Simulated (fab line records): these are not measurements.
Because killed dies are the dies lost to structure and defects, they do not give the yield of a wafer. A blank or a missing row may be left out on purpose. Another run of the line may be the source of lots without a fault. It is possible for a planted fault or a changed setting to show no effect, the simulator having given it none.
2 desks looking at one fault + flow n5 finfet + every desk sees just its own numbers, and what lay behind them comes last

== TOOL OWNER'S DESK, rie diel-02 ==
The tool's own readings at N5_BEOL_M8_ETCH_66 (etches SOC in N2/H2, target depth 80 nm, overetch 16 nm, time 120 s): means of the sampled wafers that have a number, for each lot that ran on this tool. A lot is out of limits, marked OUT, if its mean lies more than 4 standard deviations from the usual mean; the brackets give that distance.
Columns: A = drypump motor current A at N5_BEOL_M8_ETCH_66, usual 5.7 A; B = oes product au at N5_BEOL_M8_ETCH_66, usual 0.61 a.u.; C = rf fwd power W at N5_BEOL_M8_ETCH_66, usual 836 W; D = rf vpp V at N5_BEOL_M8_ETCH_66, usual 524.9 V; E = showerhead plenum p Torr at N5_BEOL_M8_ETCH_66, usual 2.58 Torr; F = temp c at N5_BEOL_M8_ETCH_66, usual 39.97 C; G = throttle valve pct at N5_BEOL_M8_ETCH_66, usual 17.88 %
| lot  | first seen here | A   | B    | C              | D               | E    | F     | G     |
|------|-----------------|-----|------|----------------|-----------------|------|-------|-------|
| L197 | day 12 19:14    | 5.7 | 0.57 | 1037 (+67) OUT | 487.5 (-13) OUT | 2.57 | 40.03 | 17.99 |
| L198 | day 13 07:16    | 5.7 | 0.57 | 1035 (+66) OUT | 488.9 (-13) OUT | 2.58 | 39.89 | 17.97 |
| L205 | day 16 21:29    | 5.6 | 0.56 | 835            | 522.5           | 2.49 | 39.99 | 18.11 |
| L207 | day 19 00:22    | 5.7 | 0.54 | 835            | 523.8           | 2.55 | 39.92 | 18.06 |
| L211 | day 19 00:46    | 5.6 | 0.60 | 836            | 526.6           | 2.65 | 39.86 | 17.84 |
| L200 | day 19 07:43    | 5.6 | 0.60 | 836            | 523.0           | 2.51 | 40.02 | 17.91 |
| L214 | day 19 08:59    | 5.6 | 0.60 | 841            | 524.8           | 2.58 | 39.97 | 17.90 |
This desk finds L197, L198 out of limits, L197 being first, at day 12 19:14 (rf fwd power W at N5_BEOL_M8_ETCH_66). L205, L207, L211, L200, L214: within limits.

== METROLOGY DESK ==
What the gauges read for every lot (on any tool): the sampled wafers with a number, averaged. A lot is out of limits, marked OUT, if its mean lies more than 4 standard deviations from the usual mean; the brackets give that distance.
Columns: A = cd nm at N5_BEOL_M8_CD_MEAS_28, usual 40.06 nm; B = cd nm at N5_BEOL_M8_CD_MEAS_35, usual 40.0 nm
| lot  | first seen here | A     | B    |
|------|-----------------|-------|------|
| L197 | day 12 19:01    | 39.78 | 40.2 |
| L198 | day 13 07:04    | 40.17 | 39.2 |
| L205 | day 16 21:17    | 40.09 | 40.9 |
| L208 | day 16 22:47    | 40.33 | 40.6 |
| L206 | day 17 10:08    | 40.07 | 39.8 |
| L210 | day 18 15:53    | 40.18 | 40.3 |
| L207 | day 18 23:49    | 40.18 | 40.5 |
| L211 | day 19 00:03    | 39.90 | 39.5 |
| L200 | day 19 07:30    | 39.96 | 40.2 |
| L214 | day 19 08:25    | 39.95 | 40.0 |
Finding of this desk: none of the 10 lots has anything out of limits.

== PUT TOGETHER ==
An alarm could have come from the tool owner's desk at day 12 19:14, on L197, L198.
The metrology desk saw nothing out of limits.
The metrology desk has L197, L198 on record, within its limits.
All the named lots went through N5_BEOL_M8_ETCH_66 on rie diel-02.

== WHAT THE SIMULATOR HAD INSERTED ==
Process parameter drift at N5_BEOL_M8_ETCH_66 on rie diel-02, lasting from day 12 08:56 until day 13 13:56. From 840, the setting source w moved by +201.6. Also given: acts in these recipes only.
Struck lots among those shown: L197, L198.
Time in hours from fault onset to the first out-of-limits reading at each desk: the tool owner's desk, 10.
